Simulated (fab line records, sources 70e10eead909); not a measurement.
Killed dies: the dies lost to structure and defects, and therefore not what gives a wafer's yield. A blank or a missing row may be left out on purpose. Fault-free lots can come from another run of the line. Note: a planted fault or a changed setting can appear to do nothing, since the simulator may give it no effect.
Which tool is to blame? | flow nand_harc | 36 wafers from 12 lots sampled at 5 of the route's 1159 steps

== WHAT EACH GAUGE READ, for each wafer ==
NHARC_END_SORT_01. Usual: defect_limited_yield 95.4 %, standard deviation 1.5; killed_at_array 27, standard deviation 9.9; killed_at_other 0.5, standard deviation 0.76; killed_at_periphery 3.4, standard deviation 2.2; killed_dies 31, standard deviation 10; killed_open 3.3, standard deviation 2; killed_short 2.0, standard deviation 1.5; sort_bin_2_pct 1.5 %, standard deviation 0.64; sort_bin_3_pct 0.21 %, standard deviation 0.2; sort_bin_4_pct 2.9 %, standard deviation 0.97; sort_n_pass 646, standard deviation 10; sort_rim_yield_pct 96.9 %, standard deviation 2; sort_yield_pct 95.4 %, standard deviation 1.5.
lot  | measured     | on        | defect_limited_yield (%) | killed_at_array | killed_at_other | killed_at_periphery | killed_dies | killed_open | killed_short | sort_bin_2_pct (%) | sort_bin_3_pct (%) | sort_bin_4_pct (%) | sort_n_pass | sort_rim_yield_pct (%) | sort_yield_pct (%) | flag
L209 | day 22 05:38 | prober-02 | 93.9 65.4 95.0           | 32 24 30        | 2 0 0           | 7 210 4             | 41 234 34   | 2 2 5       | 3 2 0        | 2.2 10.6 2.4       | 0.59 2.81 0        | 3.2 21.1 2.7       | 636 443 643 | 94.3 67.0 97.2         | 93.9 65.4 95.0     | OFF
L210 | day 22 13:31 | prober-01 | 96.0 97.8 65.9           | 24 12 8         | 0 0 0           | 3 3 223             | 27 15 231   | 8 3 2       | 7 0 1        | 1.3 0.7 9.3        | 0.30 0.15 3.10     | 2.4 1.3 21.7       | 650 662 446 | 99.1 98.1 62.3         | 96.0 97.8 65.9     | OFF
L214 | day 23 03:16 | prober-01 | 95.4 95.7 94.7           | 28 25 34        | 0 1 0           | 3 3 2               | 31 29 36    | 0 0 3       | 1 0 2        | 1.5 1.2 1.2        | 0.44 0.15 0.44     | 2.7 3.0 3.7        | 646 648 641 | 97.2 96.2 98.1         | 95.4 95.7 94.7     |

== WHICH TOOL RAN EACH LOT (tool, then ch and the chambers of the sampled wafers, then the start) ==
lot  | NHARC_P_M0_ECD_22              | NHARC_THIN_TSV_PRE_CLEAN_50             | NHARC_THIN_TSV_CMP_21         | NHARC_THIN_TSV_ETCH_36
L198 | ecd_cu-01 ch 1, day 5 19:44    | pvd_sputter-02, day 19 07:16 or earlier | cmp-02 ch 0,2,3, day 19 07:16 | rie_metal-03 ch 0,1, day 19 09:24
L199 | ecd_cu-02 ch 0,1, day 6 05:39  | pvd_sputter-01, day 19 05:22 or earlier | cmp-03 ch 0,1,2, day 19 05:22 | rie_metal-01 ch 0,1, day 19 07:22
L200 | ecd_cu-02 ch 0,1, day 6 06:02  | pvd_sputter-03, day 19 06:04 or earlier | cmp-04 ch 2,3, day 19 06:04   | rie_metal-03 ch 0,1, day 19 08:13
L201 | ecd_cu-02 ch 0,1, day 6 13:40  | pvd_sputter-01, day 19 08:36 or earlier | cmp-03 ch 1,2,3, day 19 08:36 | rie_metal-01 ch 1, day 19 10:58
L204 | ecd_cu-02 ch 0,1, day 7 10:53  | pvd_sputter-01, day 20 09:05 or earlier | cmp-03 ch 0,2,3, day 20 09:05 | rie_metal-02 ch 0,1, day 20 11:16
L207 | ecd_cu-01 ch 0,1, day 8 07:58  | pvd_sputter-01, day 21 02:14 or earlier | cmp-02 ch 1,2,3, day 21 02:14 | rie_metal-03 ch 0,1, day 21 04:24
L209 | ecd_cu-02 ch 0,1, day 8 21:59  | pvd_sputter-02, day 21 18:38 or earlier | cmp-02 ch 0,2,3, day 21 18:38 | rie_metal-02 ch 0,1, day 21 20:50
L210 | ecd_cu-02 ch 0,1, day 8 23:34  | pvd_sputter-03, day 21 19:42 or earlier | cmp-02 ch 2,3, day 21 19:42   | rie_metal-03 ch 0,1, day 21 21:50
L212 | ecd_cu-01 ch 0,1, day 9 08:31  | pvd_sputter-02, day 21 22:13 or earlier | cmp-02 ch 1,2,3, day 21 22:13 | rie_metal-02 ch 0,1, day 22 00:22
L214 | ecd_cu-01 ch 0,1, day 10 00:50 | pvd_sputter-03, day 22 16:41 or earlier | cmp-04 ch 1,2,3, day 22 16:41 | rie_metal-02 ch 0,1, day 22 18:53
L219 | ecd_cu-01 ch 1, day 11 03:49   | pvd_sputter-03, day 23 22:07 or earlier | cmp-04 ch 0,1,3, day 23 22:07 | rie_metal-02 ch 0, day 24 00:28
L221 | ecd_cu-01 ch 0,1, day 11 08:28 | pvd_sputter-01, day 23 18:35 or earlier | cmp-03 ch 1,2,3, day 23 18:35 | rie_metal-03 ch 0,1, day 23 20:44
- NHARC_P_M0_ECD_22: material Cu, target thk 400 nm.
- NHARC_THIN_TSV_PRE_CLEAN_50: time 30 s.
- NHARC_THIN_TSV_CMP_21: polishes, t overpolish 30 s, target thk 2000 nm.
- NHARC_THIN_TSV_ETCH_36: etches the open film in Cl2/BCl3, target depth 65 nm, time 18.571 s.

== AS READ BY THE TOOLS THEMSELVES (means over the sampled wafers that have a number; for cases with no such wafer, the mark the record gives instead) ==
NHARC_P_M0_ECD_22. Usual: bath_temp_c at 25.00 C, with a standard deviation of 0.11.
lot  | tool      | bath_temp_c (C) | flag
L198 | ecd_cu-01 | 24.88           |
L199 | ecd_cu-02 | 25.02           |
L200 | ecd_cu-02 | 25.07           |
L201 | ecd_cu-02 | 25.13           |
L204 | ecd_cu-02 | 24.95           |
L207 | ecd_cu-01 | 25.10           |
L209 | ecd_cu-02 | 24.93           |
L210 | ecd_cu-02 | 25.07           |
L212 | ecd_cu-01 | 24.99           |
L214 | ecd_cu-01 | 25.11           |
L219 | ecd_cu-01 | 25.01           |
L221 | ecd_cu-01 | 24.89           |

NHARC_THIN_TSV_PRE_CLEAN_50. Usual: heater_power_w at 417 W, with a standard deviation of 29.
lot  | tool           | heater_power_w (W) | flag
L198 | pvd_sputter-02 | 416                |
L199 | pvd_sputter-01 | 423                |
L200 | pvd_sputter-03 | 410                |
L201 | pvd_sputter-01 | 436                |
L204 | pvd_sputter-01 | 436                |
L207 | pvd_sputter-01 | 438                |
L209 | pvd_sputter-02 | 413                |
L210 | pvd_sputter-03 | 408                |
L212 | pvd_sputter-02 | 409                |
L214 | pvd_sputter-03 | 406                |
L219 | pvd_sputter-03 | 401                |
L221 | pvd_sputter-01 | 429                |

NHARC_THIN_TSV_CMP_21. Usual: motor_current_A 11.8 A, standard deviation 1; overpolish_run_s 30.001 s, standard deviation 0.01.
lot  | tool   | motor_current_A (A) | overpolish_run_s (s) | flag
L198 | cmp-02 | 11.4                | 29.986               |
L199 | cmp-03 | 12.2                | 30.005               |
L200 | cmp-04 | 10.2                | 29.992               |
L201 | cmp-03 | 11.8                | 30.005               |
L204 | cmp-03 | 12.2                | 30.009               |
L207 | cmp-02 | 11.7                | 30.005               |
L209 | cmp-02 | 11.6                | 29.998               |
L210 | cmp-02 | 10.6                | 29.993               |
L212 | cmp-02 | 11.9                | 30.008               |
L214 | cmp-04 | 10.3                | 29.994               |
L219 | cmp-04 | 11.3                | 29.996               |
L221 | cmp-03 | 12.2                | 30.007               |

NHARC_THIN_TSV_ETCH_36. Usual: drypump_motor_current_A 5.4 A, standard deviation 0.36; he_backside_leak_sccm 3.5 sccm, standard deviation 0.34; oes_product_au 0.997 a.u., standard deviation 0.01.
lot  | tool         | drypump_motor_current_A (A) | he_backside_leak_sccm (sccm) | oes_product_au (a.u.) | flag
L198 | rie_metal-03 | 5.4                         | 3.2                          | 0.988                 |
L199 | rie_metal-01 | 5.7                         | 3.5                          | 0.995                 |
L200 | rie_metal-03 | 5.5                         | 3.5                          | 0.994                 |
L201 | rie_metal-01 | 6.0                         | 3.6                          | 0.995                 |
L204 | rie_metal-02 | 5.1                         | 3.5                          | 1.002                 |
L207 | rie_metal-03 | 5.4                         | 3.3                          | 0.996                 |
L209 | rie_metal-02 | 5.1                         | 3.7                          | 1.003                 |
L210 | rie_metal-03 | 5.5                         | 3.3                          | 0.993                 |
L212 | rie_metal-02 | 5.1                         | 3.4                          | 1.008                 |
L214 | rie_metal-02 | 5.1                         | 3.6                          | 1.013                 |
L219 | rie_metal-02 | 4.9                         | 3.7                          | 1.000                 |
L221 | rie_metal-03 | 5.4                         | 3.4                          | 0.991                 |

== THE ANSWER, worked out from the rows above alone ==
Rule: take the mean of a lot's wafers that have a number; if it is more than 3 standard deviations from the usual mean, the lot is off. A lot without any number at a reading at which 4 lots or more have one is off too. All remaining lots with rows at the step are treated as sound. The gauges are gone through in route order, then the tools' own readings, and for those a lot's mean is taken as printed above. At the first step where some lot is off, the reading lying furthest off is the one used; lots without a number count as furthest.
Off: L209, L210, at NHARC_END_SORT_01 (killed_at_periphery). Neither off nor sound, because the step has no rows for them: L198, L199, L200, L201, L204, L207, L212, L219, L221.
If a tool, at a process step before that reading, ran all the lots that are off and no sound lot after the first of them, it fits. Gauges at NHARC_END_SORT_01: tried the same way as those tools. With no start given for some of its lots, NHARC_THIN_TSV_PRE_CLEAN_50 uses the hours and lot order of NHARC_THIN_TSV_CMP_21. This does not decide it: 2 tools fit, namely ecd_cu-02 at NHARC_P_M0_ECD_22 and cmp-02 at NHARC_THIN_TSV_CMP_21.

== WHAT HAD BEEN PUT IN BY THE SIMULATOR ==
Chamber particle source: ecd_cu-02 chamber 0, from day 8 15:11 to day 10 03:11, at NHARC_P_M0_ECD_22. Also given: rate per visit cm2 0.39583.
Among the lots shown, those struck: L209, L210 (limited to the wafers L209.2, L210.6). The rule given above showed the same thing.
